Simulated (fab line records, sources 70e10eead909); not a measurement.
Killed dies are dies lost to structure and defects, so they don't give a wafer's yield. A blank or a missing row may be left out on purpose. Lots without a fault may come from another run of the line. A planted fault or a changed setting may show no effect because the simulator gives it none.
Which tool did it? | flow nand_harc | 12 lots, 36 wafers sampled, at 4 steps of a route of 1159

WHAT THE GAUGES READ, wafer by wafer
NHARC_A_SLIT_CD_MEAS_09: target cd 300 nm.
lot  | measured     | on        | cd_nm (nm)
L075 | day 14 12:50 | cd_sem-01 | 301.0 300.3 300.1
L076 | day 15 02:58 | cd_sem-01 | 298.9 299.5 300.0
L078 | day 15 00:47 | cd_sem-02 | 299.3 299.7 300.1
L081 | day 16 00:32 | cd_sem-01 | 299.5 300.2 300.0
L082 | day 16 08:23 | cd_sem-03 | 299.7 300.4 300.4
L085 | day 16 21:37 | cd_sem-01 | 299.5 299.6 299.0
L087 | day 17 09:01 | cd_sem-03 | 299.6 299.9 299.7
L090 | day 18 02:55 | cd_sem-02 | 300.2 300.3 300.4
L093 | day 18 19:01 | cd_sem-03 | 300.1 299.7 300.0
L092 | day 18 21:02 | cd_sem-03 | 299.5 299.4 299.7
L095 | day 19 13:02 | cd_sem-01 | 299.6 299.9 299.6
L097 | day 20 01:34 | cd_sem-03 | 300.3 300.0 300.4

WHICH TOOL RAN EACH LOT (tool, then ch and the chambers of the sampled wafers, then the start)
lot  | NHARC_A_STAIRCASE_ETCHBACK_416                | NHARC_A_STAIRCASE_DEP_417       | NHARC_A_SLIT_DEP_00
L075 | rie_diel-07 ch 1,3, day 12 10:11 or earlier   | pecvd-01 ch 0,2, day 12 10:11   | acl_dep-01 ch 0, day 14 10:10
L076 | rie_diel-06 ch 0,1,2, day 12 20:19 or earlier | pecvd-04 ch 0,1,2, day 12 20:19 | acl_dep-01 ch 0, day 15 00:12
L078 | rie_diel-09 ch 0,1,3, day 13 02:20 or earlier | pecvd-04 ch 0,1, day 13 02:20   | acl_dep-01 ch 0, day 14 22:35
L081 | rie_diel-06 ch 1,2, day 13 13:58 or earlier   | pecvd-04 ch 1,2, day 13 13:58   | acl_dep-01 ch 0, day 15 21:38
L082 | rie_diel-09 ch 1,2, day 13 22:44 or earlier   | pecvd-03 ch 0,1,2, day 13 22:44 | acl_dep-03 ch 0, day 16 05:45
L085 | rie_diel-07 ch 1,2, day 14 16:29 or earlier   | pecvd-01 ch 0,1, day 14 16:29   | acl_dep-01 ch 0, day 16 19:25
L087 | rie_diel-07 ch 0,3, day 15 00:39 or earlier   | pecvd-01 ch 0,1, day 15 00:39   | acl_dep-02 ch 0, day 17 06:50
L090 | rie_diel-09 ch 0,1, day 16 01:52 or earlier   | pecvd-03 ch 0,1,2, day 16 01:52 | acl_dep-02 ch 0, day 18 00:07
L093 | rie_diel-07 ch 1,3, day 16 14:20 or earlier   | pecvd-01 ch 0,1,2, day 16 14:20 | acl_dep-02 ch 0, day 18 17:01
L092 | rie_diel-06 ch 1,3, day 16 18:53 or earlier   | pecvd-03 ch 0,1,2, day 16 18:53 | acl_dep-02 ch 0, day 18 18:59
L095 | rie_diel-07 ch 0,3, day 17 08:38 or earlier   | pecvd-03 ch 1,2, day 17 08:38   | acl_dep-02 ch 0, day 19 11:01
L097 | rie_diel-07 ch 0,1,2, day 17 21:58 or earlier | pecvd-04 ch 0,1, day 17 21:58   | acl_dep-03 ch 0, day 19 23:42
- NHARC_A_STAIRCASE_ETCHBACK_416: etches the open film in C4F8/O2/Ar, target depth 36 nm, time 7.2 s.
- NHARC_A_STAIRCASE_DEP_417: deposits Si3N4, target thk 60 nm.
- NHARC_A_SLIT_DEP_00: deposits aC, target thk 3200 nm.

THE ANSWER, worked out from the rows above alone
Rule: what is usual is taken from the lots themselves. Put in order of their means at a reading, lots are off if they are a third of the lots or fewer, leave a main group of 4 or more, and stand apart from it by a gap of 3 or more times the standard deviation of the main group's means; of several such gaps the widest counts. A main group whose means are all the same, to the digits that the tables above print for the reading, isn't used. A lot without any number at a reading at which 4 lots or more have one is off too. The other lots that the step has rows for count as sound.
No lot is off at any reading shown: from this, nothing can be told.

WHAT THE SIMULATOR HAD PUT IN
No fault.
